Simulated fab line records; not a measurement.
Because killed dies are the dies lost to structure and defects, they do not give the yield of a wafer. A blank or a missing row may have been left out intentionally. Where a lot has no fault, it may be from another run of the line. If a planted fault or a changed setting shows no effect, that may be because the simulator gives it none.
Chamber matching :: flow n5Finfet :: aldSin-04 running N5_FIN_SAQP_ALD_61: 4 sister chambers
The step deposits SiO2, target thk 4 nm, pulse time 1 s, purge time 2 s. 18 wafers are shown with their chamber, then 9 later ones without.

## WAFERS PAIRED WITH THEIR CHAMBERS
wafer: L079.4
chamber: 3
heaterPowerW (W): 541
susceptorTempC (C): 300.11
precursorPulseHeightRel: 0.997

wafer: L079.5
chamber: 1
heaterPowerW (W): 484
susceptorTempC (C): 299.91
precursorPulseHeightRel: 0.985

wafer: L079.6
chamber: 2
heaterPowerW (W): 539
susceptorTempC (C): 299.89
precursorPulseHeightRel: 1.012

wafer: L080.1
chamber: 2
heaterPowerW (W): 531
susceptorTempC (C): 299.79
precursorPulseHeightRel: 0.973

wafer: L080.3
chamber: 1
heaterPowerW (W): 503
susceptorTempC (C): 300.21
precursorPulseHeightRel: 1.005

wafer: L080.6
chamber: 0
heaterPowerW (W): 512
susceptorTempC (C): 299.90
precursorPulseHeightRel: 1.016

wafer: L083.1
chamber: 3
heaterPowerW (W): 553
susceptorTempC (C): 299.89
precursorPulseHeightRel: 1.031

wafer: L083.3
chamber: 2
heaterPowerW (W): 535
susceptorTempC (C): 299.94
precursorPulseHeightRel: 0.985

wafer: L083.5
chamber: 0
heaterPowerW (W): 521
susceptorTempC (C): 300.12
precursorPulseHeightRel: 1.005

wafer: L085.2
chamber: 2
heaterPowerW (W): 530
susceptorTempC (C): 299.81
precursorPulseHeightRel: 0.983

wafer: L085.5
chamber: 3
heaterPowerW (W): 541
susceptorTempC (C): 299.96
precursorPulseHeightRel: 0.998

wafer: L085.6
chamber: 2
heaterPowerW (W): 517
susceptorTempC (C): 299.89
precursorPulseHeightRel: 1.005

wafer: L086.2
chamber: 1
heaterPowerW (W): 492
susceptorTempC (C): 300.11
precursorPulseHeightRel: 1.016

wafer: L086.5
chamber: 2
heaterPowerW (W): 516
susceptorTempC (C): 299.98
precursorPulseHeightRel: 1.024

wafer: L086.6
chamber: 0
heaterPowerW (W): 501
susceptorTempC (C): 299.80
precursorPulseHeightRel: 0.988

wafer: L089.1
chamber: 1
heaterPowerW (W): 488
susceptorTempC (C): 300.05
precursorPulseHeightRel: 0.987

wafer: L089.5
chamber: 3
heaterPowerW (W): 545
susceptorTempC (C): 299.94
precursorPulseHeightRel: 0.951

wafer: L089.6
chamber: 0
heaterPowerW (W): 509
susceptorTempC (C): 300.25
precursorPulseHeightRel: 0.998

SIGNATURES, as means of the wafers listed above
reading: heaterPowerW
chamber 0: 510.75
chamber 1: 491.75
chamber 2: 528.00
chamber 3: 545.00
scatter within a chamber: 8.24

reading: susceptorTempC
chamber 0: 300.0175
chamber 1: 300.0700
chamber 2: 299.8833
chamber 3: 299.9750
scatter within a chamber: 0.127

reading: precursorPulseHeightRel
chamber 0: 1.00175
chamber 1: 0.99825
chamber 2: 0.99700
chamber 3: 0.99425
scatter within a chamber: 0.0211
Rule: for a wafer and a chamber, the distance is found by dividing, reading by reading, the gap between the wafer's reading and the chamber's mean by the reading's scatter, squaring, summing and taking the root. If the next closest chamber is less than 2 further off than the closest, the wafer can't be placed; otherwise it belongs to the closest. How the scatter is found: for the shown wafers, subtract from each reading the mean of its chamber, square and add these, divide the total by (wafers less chambers), then take the root.

## WAFERS WITHOUT THEIR CHAMBER
wafer: L091.2
heaterPowerW (W): 512
susceptorTempC (C): 299.91
precursorPulseHeightRel: 0.987

wafer: L091.3
heaterPowerW (W): 502
susceptorTempC (C): 299.75
precursorPulseHeightRel: 1.026

wafer: L091.6
heaterPowerW (W): 552
susceptorTempC (C): 300.06
precursorPulseHeightRel: 0.995

wafer: L092.1
heaterPowerW (W): 495
susceptorTempC (C): 300.18
precursorPulseHeightRel: 1.008

wafer: L092.2
heaterPowerW (W): 514
susceptorTempC (C): 299.95
precursorPulseHeightRel: 0.981

wafer: L092.3
heaterPowerW (W): 547
susceptorTempC (C): 300.12
precursorPulseHeightRel: 1.003

wafer: L097.3
heaterPowerW (W): 518
susceptorTempC (C): 300.02
precursorPulseHeightRel: 1.004

wafer: L097.4
heaterPowerW (W): 546
susceptorTempC (C): 299.66
precursorPulseHeightRel: 0.999

wafer: L097.5
heaterPowerW (W): 478
susceptorTempC (C): 300.04
precursorPulseHeightRel: 0.996

## THE CHAMBER EACH PASSED THROUGH
wafer: L091.2
from the rows above: can't be placed: 0 or 2 or 1
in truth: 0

wafer: L091.3
from the rows above: can't be placed: 0 or 1 or 2
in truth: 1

wafer: L091.6
from the rows above: 3
in truth: 3

wafer: L092.1
from the rows above: can't be placed: 1 or 0
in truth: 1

wafer: L092.2
from the rows above: can't be placed: 0 or 2 or 1
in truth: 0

wafer: L092.3
from the rows above: can't be placed: 3 or 2
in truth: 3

wafer: L097.3
from the rows above: can't be placed: 0 or 2
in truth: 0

wafer: L097.4
from the rows above: can't be placed: 3 or 2
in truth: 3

wafer: L097.5
from the rows above: 1
in truth: 1
Correct placement for 2 of the 9. Unplaceable from these rows: 7, with the true chamber sitting among the candidates in 7. 0 placed wrongly.
